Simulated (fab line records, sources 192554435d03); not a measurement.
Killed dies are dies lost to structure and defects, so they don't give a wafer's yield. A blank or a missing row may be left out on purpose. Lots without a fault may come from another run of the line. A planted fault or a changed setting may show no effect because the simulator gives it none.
Which tool did it? | flow n5_finfet | 13 lots, 36 wafers sampled, at 5 steps of a route of 1938

WHAT THE GAUGES READ, wafer by wafer
N5_BEOL_M15_THK_MEAS_01. Usual: M15_ILD_THK 1635 nm, standard deviation 23.
lot  | measured     | on            | M15_ILD_THK (nm) | flag
L466 | day 13 02:55 | film_metro-01 | 1636 1657 1651   |
L467 | day 13 06:52 | film_metro-02 | 1614 1661 1643   |
L468 | day 13 09:28 | film_metro-01 | 1642 1632 1675   |
L471 | day 13 10:11 | film_metro-02 | 1628 1647        |
L469 | day 13 22:40 | film_metro-01 | 1651 1657 1671   |
L470 | day 14 16:31 | film_metro-02 | 1626 1639 1650   |
L478 | day 15 08:34 | film_metro-01 | 1592 1614 1605   |
L479 | day 16 08:03 | film_metro-02 | 1641 1639 1625   |
L483 | day 17 00:58 | film_metro-01 | 1611 1665        |
L484 | day 17 01:01 | film_metro-02 | 1608 1654 1636   |
L485 | day 17 04:03 | film_metro-01 | 1607 1636        |
L487 | day 17 16:49 | film_metro-01 | 1674 1665 1629   |
L488 | day 18 03:39 | film_metro-02 | 1610 1594 1630   |

N5_BEOL_M15_CD_MEAS_17: target cd 360 nm. Usual: cd_nm 360.4 nm, standard deviation 1.9.
lot  | measured     | on        | cd_nm (nm)        | flag
L466 | day 13 03:56 | cd_sem-01 | 361.9 358.1 364.3 |
L467 | day 13 08:08 | cd_sem-03 | 362.5 362.1 362.4 |
L468 | day 13 10:29 | cd_sem-03 | 359.5 359.7 362.4 |
L471 | day 13 11:43 | cd_sem-01 | 359.2 363.2       |
L469 | day 13 23:34 | cd_sem-01 | 360.1 363.5 358.5 |
L470 | day 14 17:39 | cd_sem-02 | 360.8 362.1 366.0 |
L478 | day 15 10:01 | cd_sem-01 | 362.0 357.7 361.1 |
L479 | day 16 08:56 | cd_sem-01 | 362.8 361.0 359.8 |
L483 | day 17 01:55 | cd_sem-02 | 362.6 361.6       |
L484 | day 17 02:17 | cd_sem-01 | 361.8 361.4 362.6 |
L485 | day 17 04:56 | cd_sem-01 | 361.4 362.0       |
L487 | day 17 17:50 | cd_sem-03 | 359.6 362.2 361.0 |
L488 | day 18 04:40 | cd_sem-01 | 362.5 355.6 359.1 |

N5_BEOL_M15_CD_MEAS_28: target cd 407.6 nm. Usual: cd_nm 406.4 nm, standard deviation 1.8.
lot  | measured     | on        | cd_nm (nm)        | flag
L466 | day 13 05:05 | cd_sem-03 | 407.0 404.7 407.3 |
L467 | day 13 09:08 | cd_sem-02 | 407.4 407.4 406.5 |
L468 | day 13 11:29 | cd_sem-03 | 406.5 406.3 405.3 |
L471 | day 13 12:44 | cd_sem-01 | 405.2 406.5       |
L469 | day 14 00:27 | cd_sem-03 | 409.1 408.9 406.9 |
L470 | day 14 18:34 | cd_sem-03 | 406.2 406.3 406.2 |
L478 | day 15 10:54 | cd_sem-01 | 422.1 424.8 422.5 | OFF
L479 | day 16 09:49 | cd_sem-01 | 425.6 423.3 425.8 | OFF
L483 | day 17 02:58 | cd_sem-02 | 406.6 405.5       |
L484 | day 17 03:17 | cd_sem-03 | 407.9 407.1 406.0 |
L485 | day 17 05:57 | cd_sem-01 | 404.7 406.0       |
L487 | day 17 19:07 | cd_sem-03 | 409.5 406.8 408.2 |
L488 | day 18 05:40 | cd_sem-03 | 406.4 406.0 404.8 |

N5_BEOL_M15_OVL_MEAS_29. Usual: M15_OVL -5 nm, standard deviation 4.7.
lot  | measured     | on         | M15_OVL (nm) | flag
L466 | day 13 05:07 | overlay-02 | -8 -7 -9     |
L467 | day 13 09:10 | overlay-02 | -9 4 -1      |
L468 | day 13 11:31 | overlay-02 | -7 -6 -4     |
L471 | day 13 12:46 | overlay-02 | -9 -9        |
L469 | day 14 00:29 | overlay-02 | -10 -6 -9    |
L470 | day 14 18:35 | overlay-02 | 0 -6 2       |
L478 | day 15 10:56 | overlay-02 | -2 -4 1      |
L479 | day 16 09:50 | overlay-01 | -9 0 -6      |
L483 | day 17 02:59 | overlay-01 | 0 -5         |
L484 | day 17 03:19 | overlay-01 | -6 -6 -3     |
L485 | day 17 05:58 | overlay-02 | -4 -7        |
L487 | day 17 19:08 | overlay-01 | -13 -12 -15  |
L488 | day 18 05:41 | overlay-01 | 4 -9 1       |

WHICH TOOL RAN EACH LOT (tool, then ch and the chambers of the sampled wafers, then the start)
lot  | N5_BEOL_M15_PEB_26
L466 | litho_track-01 ch 0, day 13 04:58
L467 | litho_track-03 ch 0, day 13 09:01
L468 | litho_track-05 ch 0, day 13 11:22
L471 | litho_track-05 ch 0, day 13 12:38
L469 | litho_track-01 ch 0, day 14 00:20
L470 | litho_track-05 ch 0, day 14 18:27
L478 | litho_track-01 ch 0, day 15 10:47
L479 | litho_track-01 ch 0, day 16 09:41
L483 | litho_track-05 ch 0, day 17 02:50
L484 | litho_track-03 ch 0, day 17 03:11
L485 | litho_track-05 ch 0, day 17 05:50
L487 | litho_track-03 ch 0, day 17 19:00
L488 | litho_track-03 ch 0, day 18 05:32
- N5_BEOL_M15_PEB_26: peb time 90 s.

WHAT THE TOOLS THEMSELVES READ (means of the sampled wafers that have a number; where no wafer has one, the mark that the record gives instead)
N5_BEOL_M15_PEB_26. Usual: heater_power_total_W 172.4 W, standard deviation 0.78; plate_temp_C 129.99 C, standard deviation 0.13.
lot  | tool           | heater_power_total_W (W) | plate_temp_C (C) | flag
L466 | litho_track-01 | 171.7                    | 130.06           |
L467 | litho_track-03 | 171.8                    | 129.86           |
L468 | litho_track-05 | 172.2                    | 130.04           |
L471 | litho_track-05 | 172.0                    | 130.06           |
L469 | litho_track-01 | 172.1                    | 129.82           |
L470 | litho_track-05 | 172.3                    | 130.20           |
L478 | litho_track-01 | 180.7                    | 134.85           | OFF
L479 | litho_track-01 | 181.1                    | 134.82           | OFF
L483 | litho_track-05 | 173.2                    | 129.93           |
L484 | litho_track-03 | 172.9                    | 130.07           |
L485 | litho_track-05 | 172.8                    | 130.06           |
L487 | litho_track-03 | 172.5                    | 130.03           |
L488 | litho_track-03 | 172.8                    | 130.13           |

THE ANSWER, worked out from the rows above alone
Rule: a lot is off if the mean of its wafers that have a number lies more than 3 standard deviations from the usual mean. A lot without any number at a reading at which 4 lots or more have one is off too. The other lots that the step has rows for count as sound. The gauges are gone through in route order, then the tools' own readings, and for those a lot's mean is taken as printed above. The first step at which some lot is off is used, and at that step the reading that is off furthest; a lot without a number counts as furthest.
Off: L478, L479, at N5_BEOL_M15_CD_MEAS_28 (cd_nm).
A tool fits if, at a process step before that reading, it ran every lot that is off, and no sound lot after the first of them. The gauges at N5_BEOL_M15_CD_MEAS_28 aren't tried: what is off there is off at N5_BEOL_M15_PEB_26 too, on other tools, and a gauge's error can't cause that. One fits: litho_track-01 at N5_BEOL_M15_PEB_26. Its last sound lot is L469 (day 14 00:20), its first lot that is off L478 (day 15 10:47): a fault that began between those two fits.
The tool's own readings at N5_BEOL_M15_PEB_26 bear it out: on the lots that are off they differ by more than 5 times the standard deviation of the sound lots' means. heater_power_total_W reads 180.9 W there against 172.4 W on the sound lots; plate_temp_C reads 134.83 C there against 130.02 C on the sound lots.

WHAT THE SIMULATOR HAD PUT IN
Process parameter drift: litho_track-01, from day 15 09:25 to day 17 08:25, at N5_BEOL_M15_PEB_26. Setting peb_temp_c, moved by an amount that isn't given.
Lots struck among those shown: L478, L479. The rule above found the same.
